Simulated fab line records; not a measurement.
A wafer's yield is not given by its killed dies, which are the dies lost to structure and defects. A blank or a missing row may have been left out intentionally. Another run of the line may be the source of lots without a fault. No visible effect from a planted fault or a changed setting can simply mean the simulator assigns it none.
Split-lot study -- flow n5 finfet -- on a route of 1938 steps: 7 lots, 21 wafers read

THE SPLIT
At N5_BEOL_M7_COAT_05 (resist thk 90 nm), the setting spin rpm was moved away from the recipe's 1500 rpm on 9 of the 21 wafers read, by -7.7% to +8.7%. The other wafers ran this setting at the recipe's value.

FROM THE SPLIT TO THE READING: what the file shows between them, 4 steps
- N5_BEOL_M7_EBR_07
- N5_BEOL_M7_SOFTBAKE_06: time 60 s
- N5_BEOL_M7_EXPOSE_08: exposes mask M7
- N5_BEOL_M7_PEB_09: peb time 60 s

THE READING
CAR-ArF_of_BEOL_M7_COAT_05.thk nm (the simulator's own value, which no gauge read), in nm, at N5_BEOL_M7_DEVELOP_10 (develop time 30 s). No usual value for it is given in the file. Across the 12 wafers here that went through the recipe, the average is 88.1 nm and the standard deviation 0.31 nm.

wafer,"tool, chamber at the split","spin rpm as run, rpm",against the recipe,"CAR-ArF_of_BEOL_M7_COAT_05.thk nm, nm",against lot-mates on the recipe
L076.2,"litho track-04, 0",1500,recipe,88.4,-
L076.4,"litho track-04, 0",1500,recipe,88.4,-
L076.5,"litho track-04, 0",1500,recipe,88.6,-
L078.1,"litho track-04, 0",1500,recipe,87.6,-
L078.3,"litho track-04, 0",1500,recipe,87.8,-
L078.4,"litho track-04, 0",1500,recipe,88,-
L083.1,"litho track-04, 0",1563,+4.2%,86,-1.8
L083.5,"litho track-04, 0",1500,recipe,87.8,-
L083.6,"litho track-04, 0",1563,+4.2%,85.6,-2.2
L090.4,"litho track-05, 0",1384,-7.7%,91.6,+3.6
L090.5,"litho track-05, 0",1500,recipe,88,-
L090.6,"litho track-05, 0",1384,-7.7%,91.8,+3.8
L093.1,"litho track-05, 0",1631,+8.7%,83.6,-4.4
L093.2,"litho track-05, 0",1500,recipe,88,-
L093.3,"litho track-05, 0",1631,+8.7%,84.2,-3.8
L092.1,"litho track-05, 0",1500,recipe,88.2,-
L092.3,"litho track-05, 0",1449,-3.4%,89.8,+1.7
L092.6,"litho track-05, 0",1500,recipe,88,-
L097.3,"litho track-01, 0",1399,-6.7%,91.6,+3.0
L097.4,"litho track-01, 0",1399,-6.7%,91.4,+2.8
L097.5,"litho track-01, 0",1500,recipe,88.6,-

THE FIT
A straight line over all 21 wafers: CAR-ArF_of_BEOL_M7_COAT_05.thk nm changes by -0.488 nm for each +1% of spin rpm; r = -0.99; the points scatter about the line by 0.3 nm.
The same after taking each lot's own level away (the mean of its wafers on the recipe; 21 wafers): -0.465 nm for each +1%; r = -1.00; scatter 0.17 nm.
Per that fit: largest spin rpm move, reading shift of 4.1 nm.
The lots' own levels span 87.80 to 88.60 nm, that is 2.6 times the standard deviation above.
So the lot-to-lot level changes the slope little: the two slopes agree.
Check: for one of the wafers moved furthest among these (+8.7%), held out of the fit, the line's prediction against its lot-mates is -3.97 nm. Against them it came out at -4.4 nm.

FURTHER SPLITS ON THESE WAFERS
Other splits were also applied to these wafers ahead of the reading. Each is held against what the fit with the lots' levels taken away leaves over:
other split on the same wafers,wafers away from the commonest value,r with CAR-ArF_of_BEOL_M7_COAT_05.thk nm (lot level and that fit taken away)
N5_BEOL_M0_SAQP_ETCH_107 bias w,9,+0.06
N5_BEOL_M0_CUTY_DESCUM_61 time s,10,-0.29
N5_BEOL_M0_TRENCH_ETCH_107 target depth a,6,+0.24
N5_BEOL_M1_PECVD_72 time s,5,-0.15
N5_BEOL_M1_COAT_05 spin rpm,10,-0.10
N5_BEOL_M3_COAT_62 spin rpm,3,-0.12
N5_BEOL_M5_ETCH_72 bias w,5,-0.06
N5_BEOL_M5_COAT_66 spin rpm,8,+0.14
N5_BEOL_M7_PECVD_70 temp c,7,-0.13

THE WHOLE CHAIN: every reading that the file lists as answering this split, in the file's order
step,what it does,reading,change (the file's fit),r (the file's)
N5_BEOL_M7_COAT_05,resist thk 90 nm,"CAR-ArF_of_BEOL_M7_COAT_05.thk nm (the simulator's own value, which no gauge read)",-0.46 nm for each +1% of the setting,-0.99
N5_BEOL_M7_DEVELOP_10,develop time 30 s,"CAR-ArF_of_BEOL_M7_COAT_05.thk nm (the simulator's own value, which no gauge read)",-0.466 nm for each +1% of the setting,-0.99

FILE'S OWN FIT
CAR-ArF_of_BEOL_M7_COAT_05.thk nm changes by -0.466 nm for each +1% of spin rpm, r = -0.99.
